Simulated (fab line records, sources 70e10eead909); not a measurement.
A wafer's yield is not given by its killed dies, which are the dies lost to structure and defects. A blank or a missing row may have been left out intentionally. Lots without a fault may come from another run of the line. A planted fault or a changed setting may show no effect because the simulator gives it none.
Comparing a struck lot with a sound one + flow nand harc + 13 out of 1302 route steps
Sound: the wafers L875.1, L875.4, L875.6. Wafers L884.2, L884.4, L884.5 were the ones struck. Last of all comes the cause.
Per side, at each step with rows, come the tool, then ch with its chambers, and then its first start. Under that, the readings that differ: sound wafers + struck wafers + difference of the means + sigmas: that difference in standard deviations of wafers without a fault.
alike: readings whose means differ by less than 2 such deviations, and words and numbers that are the same on both sides. not compared: withheld readings, readings that some wafer has no value for, bounds like >300 that may hide the same value, and numbers for which the record gives no deviation and whose values overlap.
The two part at a step that has a row with sigmas, a row that says differs or no value, or rows on one side only. When numbers do not overlap yet have no deviation, they are printed without sigmas and do not part them. A reading missing from all wafers of one side parts the sides only when that side holds two or more wafers.

first, 6 steps without rows for these wafers: NHARC_A_DECK1_JOINT_CVD_34 (deposits SiNx, target thk 20 nm); NHARC_A_DECK1_JOINT_DEP_06 (deposits SiOx, target thk 80 nm); NHARC_A_DECK1_JOINT_CURE_26 (time 32 s); NHARC_A_DECK1_JOINT_ANNEAL_27 (time 3600 s); NHARC_A_DECK1_JOINT_ANNEAL_28 (time 1800 s); NHARC_A_DECK1_JOINT_ANNEAL_29 (time 1800 s).
NHARC_A_DECK1_JOINT_CMP_02: polishes SiOx.
  sound on cmp-02 ch 0,2,3, day 15 22:04; struck on cmp-04 ch 2,3, day 19 10:35
  alike: motor current A
after that, 1 step had no rows for these wafers: NHARC_A_DECK1_JOINT_SRD_15.
NHARC_A_DECK1_JOINT_DEP_16: deposits SiO2, target thk 45 nm.
  sound on pecvd-04 ch 0,1,2, day 15 22:28; struck on pecvd-01 ch 0,1, day 19 10:58
  alike: chamber pressure Torr, flow sccm, heater power w, throttle valve pct
NHARC_A_DECK1_JOINT_THK_MEAS_17: measures by ellipsometry.
  sound on film metro-02 at day 15 22:44; struck on film metro-01 at day 19 11:14
  alike: thk nm
NHARC_A_DECK1_JOINT_INSPECT_05:
  sound on defect inspect-01 at day 15 22:46; struck on defect inspect-01 at day 19 11:17
  alike: raw defect count
NHARC_A_ONON_D2_DEP_00: target thk 1000 nm.
  struck on pecvd onon-01, day 19 11:24; sound on pecvd onon-02 ch 0, day 15 22:50
  no value came back on the struck wafers for n2 flow sccm (sccm), n2o flow sccm (sccm); on the sound wafers n2 flow sccm (sccm) reads 2756 2746 2746
-- the record jumps here: 12 days lie between the struck wafers' starts before and after (it left off in module A_ONON_D2 and takes up again in module END, whose first step shown is number 1302 of the route) --
NHARC_END_SORT_01:
  only the struck wafers appear in the record here, on prober-02 ch 0 at day 31 14:13; the sound ones have no rows

== WHERE THEY PART ==
At NHARC_A_ONON_D2_DEP_00 first; at NHARC_END_SORT_01 last (within this record only).

WHY: what had been put in by the simulator
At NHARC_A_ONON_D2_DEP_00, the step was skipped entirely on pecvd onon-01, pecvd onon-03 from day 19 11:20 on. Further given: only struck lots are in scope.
